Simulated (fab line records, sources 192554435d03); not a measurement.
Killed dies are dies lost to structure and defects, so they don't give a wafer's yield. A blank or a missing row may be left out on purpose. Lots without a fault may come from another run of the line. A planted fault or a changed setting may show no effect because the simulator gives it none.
Which tool did it? | flow n5_finfet | 12 lots, 36 wafers sampled, at 6 steps of a route of 1938

WHAT THE GAUGES READ, wafer by wafer
N5_BEOL_M11_CD_MEAS_11: target cd 64.1 nm.
lot  | measured     | on        | cd_nm (nm)
L076 | day 11 13:35 | cd_sem-02 | 64.9 63.9 64.0
L077 | day 11 13:58 | cd_sem-01 | 64.1 64.3 64.7
L078 | day 11 18:59 | cd_sem-02 | 64.5 64.5 65.1
L081 | day 12 20:20 | cd_sem-03 | 64.5 64.0 64.6
L084 | day 13 01:33 | cd_sem-03 | 64.5 63.9 64.0
L086 | day 14 08:48 | cd_sem-01 | 63.1 62.8 63.3
L085 | day 14 16:24 | cd_sem-02 | 64.0 64.4 64.7
L090 | day 14 16:49 | cd_sem-01 | 64.4 65.4 64.6
L089 | day 15 02:47 | cd_sem-02 | 64.7 64.8 63.6
L093 | day 16 02:19 | cd_sem-03 | 64.0 64.2 64.0
L094 | day 16 01:26 | cd_sem-01 | 63.2 63.8 63.6
L097 | day 17 11:08 | cd_sem-02 | 65.1 65.1 64.8

WHICH TOOL RAN EACH LOT (tool, then ch and the chambers of the sampled wafers, then the start)
lot  | N5_BEOL_M9_HM_OPEN_17             | N5_BEOL_M9_DESCUM_33               | N5_BEOL_M9_STRIP_80                           | N5_BEOL_M10_SURFACE_TREAT_76 | N5_BEOL_M11_ILD_DEP_00
L076 | rie_metal-03 ch 0,1, day 10 20:13 | rie_diel-04 ch 0,1,2, day 11 00:44 | rie_diel-04 ch 0,1,2, day 11 09:39 or earlier | pvd_sputter-03, day 11 09:39 | pecvd-03 ch 0,1, day 11 10:57
L077 | rie_metal-01 ch 0,1, day 10 20:31 | rie_diel-03 ch 1,2,3, day 11 01:06 | rie_diel-03 ch 1,2,3, day 11 10:29 or earlier | pvd_sputter-03, day 11 10:29 | pecvd-03 ch 0,2, day 11 12:20
L078 | rie_metal-01 ch 0,1, day 11 04:29 | rie_diel-03 ch 1,3, day 11 06:25   | rie_diel-03 ch 1,3, day 11 14:44 or earlier   | pvd_sputter-01, day 11 14:44 | pecvd-01 ch 0,2, day 11 16:01
L081 | rie_metal-03 ch 0,1, day 12 02:45 | rie_diel-03 ch 2,3, day 12 04:39   | rie_diel-03 ch 2,3, day 12 14:44 or earlier   | pvd_sputter-03, day 12 14:44 | pecvd-01 ch 0,1, day 12 18:43
L084 | rie_metal-01 ch 0,1, day 12 06:30 | rie_diel-04 ch 0,3, day 12 10:11   | rie_diel-04 ch 0,3, day 12 21:43 or earlier   | pvd_sputter-03, day 12 21:43 | pecvd-04 ch 0,1, day 13 00:29
L086 | rie_metal-02 ch 0,1, day 13 09:00 | rie_diel-03 ch 1,2,3, day 13 10:35 | rie_diel-03 ch 1,2,3, day 14 02:40 or earlier | pvd_sputter-01, day 14 02:40 | pecvd-03 ch 0,1,2, day 14 05:45
L085 | rie_metal-01 ch 0,1, day 13 17:07 | rie_diel-02 ch 0,3, day 13 21:09   | rie_diel-02 ch 0,3, day 14 08:41 or earlier   | pvd_sputter-02, day 14 08:41 | pecvd-03 ch 0,1, day 14 12:57
L090 | rie_metal-03 ch 1, day 13 22:51   | rie_diel-04 ch 0,2,3, day 14 00:45 | rie_diel-04 ch 0,2,3, day 14 12:20 or earlier | pvd_sputter-03, day 14 12:20 | pecvd-01 ch 0,1,2, day 14 15:45
L089 | rie_metal-02 ch 0,1, day 14 09:26 | rie_diel-04 ch 1,2, day 14 10:05   | rie_diel-04 ch 1,2, day 14 21:41 or earlier   | pvd_sputter-01, day 14 21:41 | pecvd-03 ch 1,2, day 15 00:22
L093 | rie_metal-02 ch 0,1, day 15 06:58 | rie_diel-04 ch 0,1,2, day 15 11:34 | rie_diel-04 ch 0,1,2, day 15 22:46 or earlier | pvd_sputter-01, day 15 22:46 | pecvd-01 ch 1,2, day 16 00:55
L094 | rie_metal-02 ch 0,1, day 15 08:04 | rie_diel-02 ch 0,2, day 15 11:31   | rie_diel-02 ch 0,2, day 15 20:21 or earlier   | pvd_sputter-03, day 15 20:21 | pecvd-01 ch 0,1, day 15 23:50
L097 | rie_metal-02 ch 0, day 16 17:12   | rie_diel-02 ch 0,1,3, day 16 18:50 | rie_diel-02 ch 0,1,3, day 17 08:05 or earlier | pvd_sputter-01, day 17 08:05 | pecvd-03 ch 0,2, day 17 09:47
- N5_BEOL_M9_HM_OPEN_17: chemistry Cl2/BCl3, target TiN, target depth 20 nm, overetch 6 nm.
- N5_BEOL_M9_DESCUM_33: chemistry O2, time 7 s.
- N5_BEOL_M9_STRIP_80: strips in N2/H2, time 10 s.
- N5_BEOL_M10_SURFACE_TREAT_76
- N5_BEOL_M11_ILD_DEP_00: deposits SiCOH lowk from DEMS/porogen, target thk 308.51 nm, time 58 s.

THE ANSWER, worked out from the rows above alone
Rule: what is usual is taken from the lots themselves. Put in order of their means at a reading, lots are off if they are a third of the lots or fewer, leave a main group of 4 or more, and stand apart from it by a gap of 3 or more times the standard deviation of the main group's means; of several such gaps the widest counts. A main group whose means are all the same, to the digits that the tables above print for the reading, isn't used. A lot without any number at a reading at which 4 lots or more have one is off too. The other lots that the step has rows for count as sound.
No lot is off at any reading shown: from this, nothing can be told.

WHAT THE SIMULATOR HAD PUT IN
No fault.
